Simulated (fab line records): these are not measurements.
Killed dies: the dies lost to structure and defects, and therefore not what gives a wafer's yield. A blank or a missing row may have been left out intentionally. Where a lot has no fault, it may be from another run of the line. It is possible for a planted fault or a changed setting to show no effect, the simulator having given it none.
Chamber matching -- flow nand_harc -- 4 sister chambers for NHARC_A_CHANNEL_FILL_D2_ETCHBACK_20 on rie_diel-05
The step etches the open film in C4F8/O2/Ar, target depth 27 nm, time 13.5 s. 4 wafers are shown with their chamber, then 10 later ones without.

== WAFERS, EACH WITH ITS CHAMBER ==
wafer,chamber,rf_vpp_V (V)
L418.5,0,987
L423.2,1,982
L431.2,2,979
L431.3,3,970

== WAFERS WITH NO CHAMBER GIVEN ==
wafer,rf_vpp_V (V)
L431.4,986
L432.1,987
L432.2,984
L432.3,971
L433.1,979
L433.2,970
L433.5,984
L434.2,987
L434.4,969
L434.6,988

== WHICH CHAMBER EACH WENT THROUGH ==
wafer,from the rows above,in truth
L431.4,0,0
L432.1,0,0
L432.2,can't be placed: 1 or 0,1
L432.3,3,3
L433.1,2,2
L433.2,3,3
L433.5,can't be placed: 1 or 0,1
L434.2,0,0
L434.4,3,3
L434.6,0,0
8 of 10 placed correctly. Can't be placed from these rows: 2 (the true chamber is among the candidates in 2). 0 placed wrongly.
How it was worked out, from the rows above alone: a wafer's distance from a chamber is the root of the sum, over the readings, of the square of ((its reading less the chamber's mean) divided by the reading's scatter). If the next closest chamber is less than 2 further off than the closest, the wafer can't be placed; otherwise it belongs to the closest. A chamber's mean is the mean of its shown wafers. The scatter (one wafer shown for each chamber): square how far every hidden wafer sits from the nearest shown wafer, average those squares and take the square root.
